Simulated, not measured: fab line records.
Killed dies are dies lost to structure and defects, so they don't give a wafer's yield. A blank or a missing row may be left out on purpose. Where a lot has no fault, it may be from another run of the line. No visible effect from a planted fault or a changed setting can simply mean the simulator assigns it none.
A lot that was struck, set against a sound lot || flow n5-finfet || 16 steps out of a route of 1938
Sound: the wafers L442.1, L442.4, L442.6. Struck: wafer L449.2 (L449.1, L449.6, from the same lot, were not struck and are left out); the cause is given at the end.
Order at every step that has rows: each side's tool, ch and its chambers, its first start. Under that, the readings that differ: sound wafers || struck wafers || difference of the means || sigmas: that difference in standard deviations of wafers without a fault.
alike: readings with means less than 2 such deviations apart, plus words and numbers identical on both sides. not compared: withheld readings, readings lacking a value on some wafer, bounds such as >300 that could conceal the same value, and numbers that have no deviation in the record and whose values overlap.
Wherever a step has rows on one side only, a row that says differs or no value, or a row with sigmas, the two part there. When numbers do not overlap yet have no deviation, they are printed without sigmas and do not part them. A reading missing from all wafers of one side parts the sides only when that side holds two or more wafers.

first, 1 step without rows for these wafers: N5_BEOL_M1_DESCUM_33 (chemistry O2, time 7 s).
N5_BEOL_M1_ETCH_77: etches underlayer in N2/H2, target depth 6.5 nm, time 5.2 s.
  sound on rie-diel-01 ch 1,2, day 6 20:03; struck on rie-diel-04 ch 0, day 8 11:20
{"reading": "rf-fwd-power-W (W)", "sound": "816.0 809.8 815.2", "struck": 820.6, "difference": "+6.9", "sigmas": "+3"}
  alike: drypump-motor-current-A, etch-rf-on-time-s, oes-product-au, rf-vpp-V, showerhead-plenum-p-Torr, throttle-valve-pct
  not compared: rf-hours-counter-h
then, 1 step without rows for these wafers: N5_BEOL_M1_ETCH_69 (etches SiARC in CF4, target depth 15.6 nm, time 26 s).
N5_BEOL_M1_ALD_98: deposits SiO2, target thk 2.5 nm, pulse time 1 s, co reactant pulse time 1 s.
  sound on ald-sin-02 ch 1,3, day 6 20:23; struck on ald-sin-02 ch 3, day 8 14:04
  alike: heater-power-w, precursor-pulse-height-rel
  not compared: since-wet-clean-h
then, 1 step without rows for these wafers: N5_BEOL_M1_ETCHBACK_99 (etches SiO2 in CHF3, target depth 5 nm, time 10.4 s).
N5_BEOL_M1_ETCH_70: etches SOC in N2/H2, target depth 80 nm, overetch 16 nm, time 120 s.
  sound on rie-diel-01 ch 0,1,2, day 6 21:56; struck on rie-diel-04 ch 1, day 8 15:00
  alike: drypump-motor-current-A, oes-product-au, rf-fwd-power-W, rf-vpp-V, showerhead-plenum-p-Torr, throttle-valve-pct
  not compared: rf-hours-counter-h
then, 4 steps without rows for these wafers: N5_BEOL_M1_STRIP_71 (strips in N2/H2); N5_BEOL_M1_STRIP_78 (strips in N2/H2); N5_BEOL_M1_VIA_ETCH_34 (etches the open film in C4F6/O2, target depth 67.8 nm, time 64.4 s); N5_BEOL_M1_STRIP_83 (strips in C4F6/O2).
N5_BEOL_M1_STRIP_36: strips in N2/H2.
  sound on rie-diel-01 ch 0,1,2, day 6 22:05; struck on rie-diel-04 ch 1, day 8 15:10
{"reading": "throttle-valve-pct (%)", "sound": "24.0 23.6 23.8", "struck": 24.5, "difference": "+0.7", "sigmas": "+2"}
  alike: bias-power-w, drypump-motor-current-A, oes-product-au, rf-vpp-V, showerhead-plenum-p-Torr
  not compared: rf-hours-counter-h
then, 1 step without rows for these wafers: N5_BEOL_M1_TRENCH_ETCH_37 (etches SiOC in C4F6/O2, target depth 55.207 nm, time 29 s).
N5_BEOL_M1_ETCH_41: etches SiCN in CH3F/O2, target depth 31.9 nm, time 57.8 s.
  sound on rie-diel-01 ch 0,1,2, day 6 22:10; struck on rie-diel-04 ch 1, day 8 15:14
{"reading": "oes-product-au (a.u.)", "sound": "0.71 0.76 0.77", "struck": 0.59, "difference": -0.16, "sigmas": -2}
{"reading": "model.etch.depth-nm (nm)", "sound": "21.29 21.28 21.8", "struck": 16.47, "difference": -4.99, "sigmas": ""}
  alike: O2_flow_sccm, drypump-motor-current-A, rf-fwd-power-W, rf-vpp-V, showerhead-plenum-p-Torr, throttle-valve-pct
  not compared: rf-hours-counter-h
N5_BEOL_M1_STRIP_97: strips in N2/H2, time 10 s.
  sound: rie-diel-01 ch 0,1,2; struck: rie-diel-04 ch 1
  alike: bias-power-w, drypump-motor-current-A, oes-product-au, rf-vpp-V, showerhead-plenum-p-Torr, throttle-valve-pct
  not compared: rf-hours-counter-h
N5_BEOL_M4_RC_MEAS_101:
  sound on prober-02 ch 0, day 8 14:12; struck on prober-01 ch 0, day 10 02:40
{"reading": "IOFF_P (nA/um)", "sound": "0.19 0.16 0.18", "struck": 0.27, "difference": "+0.09", "sigmas": "+2"}
{"reading": "VT_P (mV)", "sound": "-255 -252 -253", "struck": -243, "difference": "+10", "sigmas": "+3"}
  alike: DIBL_N, DIBL_P, IOFF_N, ION_N, ION_P, SS_N, SS_P, VT_N
-- the record jumps here: 5 days lie between the struck wafers' starts before and after (it left off in module BEOL_M4 and takes up again in module PASSIVATION, whose first step shown is number 1936 of the route) --
N5_PASSIVATION_PROBE_49:
  struck on prober-01, day 14 20:13; sound on prober-02, day 13 09:22
  alike: defect-limited-yield, killed_at_M0_to_M3, killed_at_M4_up, killed-at-contacts, killed-at-front-end, killed-at-other, killed-dies, killed-on-rim, killed-open, killed-short, sort_bin_5_function, sort_bin_6_memory, sort-n-pass, sort-yield-pct

== WHERE THEY PART ==
At N5_BEOL_M1_ETCH_77 first; at N5_BEOL_M4_RC_MEAS_101 last (within this record only). Later steps at which nothing parts them and some readings are alike: N5_PASSIVATION_PROBE_49.

WHY: the cause the simulator had injected
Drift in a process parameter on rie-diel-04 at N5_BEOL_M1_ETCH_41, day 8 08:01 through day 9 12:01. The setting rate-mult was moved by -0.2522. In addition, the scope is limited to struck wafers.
